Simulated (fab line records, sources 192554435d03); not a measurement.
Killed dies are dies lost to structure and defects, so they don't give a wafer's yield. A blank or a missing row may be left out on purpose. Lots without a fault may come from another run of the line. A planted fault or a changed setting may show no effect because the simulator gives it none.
A struck lot beside a sound one | flow n5_finfet | 38 steps out of a route of 1938
Sound: wafers L376.1, L376.2, L376.4. Struck: wafers L362.2, L362.4. The cause comes at the end.
At each step with rows: each side's tool, then ch and its chambers, then its first start. Under that, the readings that differ: sound wafers | struck wafers | difference of the means | sigmas: that difference in standard deviations of wafers without a fault.
alike: readings whose means differ by less than 2 such deviations, and words and numbers that are the same on both sides. not compared: withheld readings, readings that some wafer has no value for, bounds like >300 that may hide the same value, and numbers for which the record gives no deviation and whose values overlap.
The two part at a step that has a row with sigmas, a row that says differs or no value, or rows on one side only. Numbers that don't overlap but have no deviation are shown without sigmas and don't part them. A reading that every wafer of one side lacks parts them only if that side has two wafers or more.

first, 11 steps without rows for these wafers: N5_FIN_SAQP_STRIP_74 (strips in CHF3/O2); N5_FIN_SAQP_MANDREL_ETCH_22 (etches a-Si in HBr/Cl2, stops on SiNx, target depth 60 nm, bt time 10 s, time 30 s); N5_FIN_SAQP_STRIP_55 (strips in N2/H2); N5_FIN_SAQP_STRIP_23 (strips in SPM, time 750 s); N5_FIN_SAQP_SRD_66 (time 30 s); N5_FIN_SAQP_RECESS_75 (chemistry HF/NH3, target SiO2, target depth 14.4 nm, afs cycles 3, sublimation time 60 s); N5_FIN_SAQP_SPACER1_ALD_24 (deposits SiO2, target thk 20.3 nm, pulse time 1 s, purge time 2 s); N5_FIN_SAQP_SPACER1_ETCHBACK_25 (etches SiO2 in CHF3/O2, target depth 24.4 nm, time 12.2 s); N5_FIN_SAQP_MANDREL1_REMOVE_56 (chemistry HBr/Cl2/O2, target a-Si, stops on SiNx, bt time 10 s); N5_FIN_SAQP_ETCH_57 (etches SiNx in CH3F/O2, target depth 32.5 nm, time 46.4 s); N5_FIN_SAQP_ETCH_65 (etches SiO2 in CF4, target depth 4 nm, time 4.4 s).
N5_FIN_SAQP_MANDREL_ETCH_58: etches a-Si in HBr/Cl2, stops on SiNx, target depth 45 nm, bt time 10 s, time 27 s.
  sound on rie_si-05 ch 0,1,3, day 7 08:18; struck on rie_si-06 ch 2,3, day 3 18:28
  reading                                      | sound            | struck  | difference | sigmas
  model.SiNx_of_FIN_SAQP_HM_DEP_03.thk_nm (nm) | 37.92 37.95 38.4 | 33 34.2 | -4         |
  alike: HBr_flow_sccm, drypump_motor_current_A, oes_product_au, throttle_valve_pct
  not compared: rf_hours_counter_h
then, 9 steps without rows for these wafers: N5_FIN_SAQP_RECESS_63 (chemistry HF/NH3, target SiO2, target depth 18 nm, afs cycles 3, sublimation time 60 s); N5_FIN_SAQP_COAT_68 (time 60 s, resist thk 100 nm); N5_FIN_SAQP_ETCH_69 (etches SOC in N2/H2, stops on SiNx, target depth 150 nm); N5_FIN_SAQP_ETCH_67 (etches SiNx in CH3F/O2, target depth 30 nm); N5_FIN_SAQP_STRIP_70 (strips in N2/H2); N5_FIN_SAQP_RECESS_71 (chemistry HF/NH3, target SiO2, target depth 3 nm, afs cycles 1, sublimation time 60 s); N5_FIN_SAQP_SPACER2_ALD_28 (deposits SiO2, target thk 8.1 nm, pulse time 1 s, purge time 2 s); N5_FIN_SAQP_SPACER2_ETCHBACK_29 (etches SiO2 in CHF3/O2, target depth 12.2 nm, time 6.1 s); N5_FIN_SAQP_MANDREL2_REMOVE_60 (chemistry HBr/Cl2/O2, target a-Si, stops on SiNx, bt time 10 s).
N5_FIN_SAQP_HM_OPEN_33: chemistry CH3F/O2, target SiNx, target depth 49.4 nm, time 70.6 s.
  sound on rie_diel-04 ch 2,3, day 7 10:41; struck on rie_diel-04 ch 1,2, day 3 20:04
  reading                  | sound             | struck     | difference | sigmas
  etch_rf_on_time_s (s)    | 68.7 69.4 70.1    | 60.2 63.5  | -7.6       | -5
  model.etch.depth_nm (nm) | 37.29 37.33 37.75 | 32.43 33.5 | -4.49      |
  alike: drypump_motor_current_A, oes_product_au, rf_vpp_V, showerhead_plenum_p_Torr, throttle_valve_pct
  not compared: rf_hours_counter_h
then, 14 steps without rows for these wafers: N5_FIN_SAQP_ETCH_34 (etches SiO2 in C4F6/O2, target depth 45 nm, time 15 s); N5_FIN_SAQP_STRIP_77 (strips in N2/H2, time 90 s); N5_FIN_SAQP_ETCH_64 (etches SiO2 in CF4, target depth 1.5 nm); N5_FIN_SAQP_FIN_ETCH_36 (etches the open film in HBr/Cl2/O2, target depth 120 nm, time 50.4 s); N5_FIN_SAQP_PRECLEAN_38 (cleans in O3/DIW, time 45 s); N5_FIN_SAQP_PRECLEAN_45 (cleans in dHF, time 10 s); N5_FIN_SAQP_SRD_39 (time 30 s); N5_FIN_CUT_COAT_18 (time 60 s, resist thk 230 nm); N5_FIN_CUT_COAT_19 (time 60 s, resist thk 20 nm); N5_FIN_CUT_COAT_29 (time 60 s, resist thk 10 nm); N5_FIN_CUT_COAT_02 (resist thk 30 nm); N5_FIN_CUT_EBR_04; N5_FIN_CUT_SOFTBAKE_03 (time 60 s); N5_FIN_CUT_EXPOSE_05 (exposes mask FIN CUT).
N5_STI_FIN_REVEAL_RECESS_09: chemistry HF/NH3, target SiO2, afs cycles 11, target depth 42.5 nm, sublimation time 60 s.
  sound on vapor_etch-02 ch 0,1, day 7 18:43; struck on vapor_etch-02 ch 0, day 4 04:17
  reading                                      | sound          | struck    | difference | sigmas
  model.SiNx_of_FIN_SAQP_HM_DEP_03.thk_nm (nm) | 18.2 18.4 18.8 | 13.2 14.6 | -4.6       |
  alike: drypump_motor_current_A, foreline_p_Torr
-- the record jumps here: 10 days lie between the struck wafers' starts before and after (it left off in module STI_FIN_REVEAL and takes up again in module PASSIVATION, whose first step shown is number 1936 of the route) --
N5_PASSIVATION_PROBE_49:
  the record has rows for the struck wafers here (prober-01, day 14 01:26) and none for the sound ones

WHERE THEY PART
First at N5_FIN_SAQP_HM_OPEN_33; last, within this record, at N5_PASSIVATION_PROBE_49.

WHY: what the simulator had put in
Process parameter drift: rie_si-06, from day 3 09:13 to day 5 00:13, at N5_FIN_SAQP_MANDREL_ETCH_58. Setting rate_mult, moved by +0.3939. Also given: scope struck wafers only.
